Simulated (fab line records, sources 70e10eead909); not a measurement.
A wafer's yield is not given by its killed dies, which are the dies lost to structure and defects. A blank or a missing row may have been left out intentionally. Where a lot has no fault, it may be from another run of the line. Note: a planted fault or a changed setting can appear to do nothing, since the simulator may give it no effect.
Chamber matching    flow nand harc    4 sister chambers for NHARC_P_STI_ETCH_15 on rie si-02
The step etches the open film in HBr/Cl2, target depth 300 nm, time 100.1 s. 20 wafers are shown with their chamber, then 10 later ones without.

== WAFERS WITH THEIR CHAMBER ==
wafer   chamber  drypump motor current A (A)  oes product au (a.u.)  rf fwd power W (W)
L078.1  1        5.6                          0.988                  398.6
L078.2  2        5.9                          1.021                  399.2
L078.4  0        6.5                          0.990                  398.7
L079.1  3        5.3                          0.997                  398.0
L079.2  1        5.6                          0.990                  397.1
L079.6  0        6.5                          1.002                  400.4
L081.1  0        6.5                          0.990                  401.2
L081.2  2        5.9                          1.009                  397.7
L081.6  3        5.4                          1.005                  397.1
L083.1  1        5.6                          0.970                  398.3
L083.3  3        5.3                          0.999                  394.5
L083.6  3        5.3                          0.993                  398.3
L085.1  0        6.5                          0.983                  397.0
L085.4  2        5.9                          0.994                  396.5
L085.6  3        5.4                          0.999                  395.2
L086.1  0        6.5                          0.996                  396.8
L086.5  1        5.6                          0.992                  398.6
L086.6  2        5.9                          1.013                  396.4
L087.1  1        5.6                          0.988                  398.7
L087.3  2        5.9                          1.009                  397.1

SIGNATURES, as means of the wafers listed above
reading                  chamber 0  chamber 1  chamber 2  chamber 3  scatter within a chamber
drypump motor current A  6.500      5.600      5.900      5.340      0.0274
oes product au           0.99220    0.98560    1.00920    0.99860    0.00783
rf fwd power W           398.820    398.260    397.380    396.620    1.46
Rule: for each reading, subtract the chamber's mean from the wafer's reading, divide by that reading's scatter and square the result; add these up over the readings and take the root, which gives the wafer's distance from the chamber. If the next closest chamber is less than 2 further off than the closest, the wafer can't be placed; otherwise it belongs to the closest. The scatter: take each reading less its chamber's mean, square it, sum over the shown wafers, divide by the number of wafers less the number of chambers, and take the root.

== WAFERS WHOSE CHAMBER IS MISSING ==
wafer   drypump motor current A (A)  oes product au (a.u.)  rf fwd power W (W)
L087.4  6.5                          0.996                  398.9
L089.1  6.5                          0.996                  395.9
L089.5  5.4                          1.003                  396.4
L089.6  5.9                          1.006                  398.2
L092.4  5.4                          1.008                  396.3
L092.5  6.5                          1.003                  398.2
L092.6  5.6                          0.998                  398.8
L096.3  6.5                          0.995                  398.7
L096.4  5.6                          1.001                  397.7
L096.6  5.6                          1.000                  398.9

== WHICH CHAMBER EACH ONE RAN IN ==
wafer   from the rows above  in truth
L087.4  0                    0
L089.1  0                    0
L089.5  3                    3
L089.6  2                    2
L092.4  3                    3
L092.5  0                    0
L092.6  1                    1
L096.3  0                    0
L096.4  1                    1
L096.6  1                    1
Correctly placed: 10 of 10. Can't be placed from these rows: 0. Wrongly placed: 0.
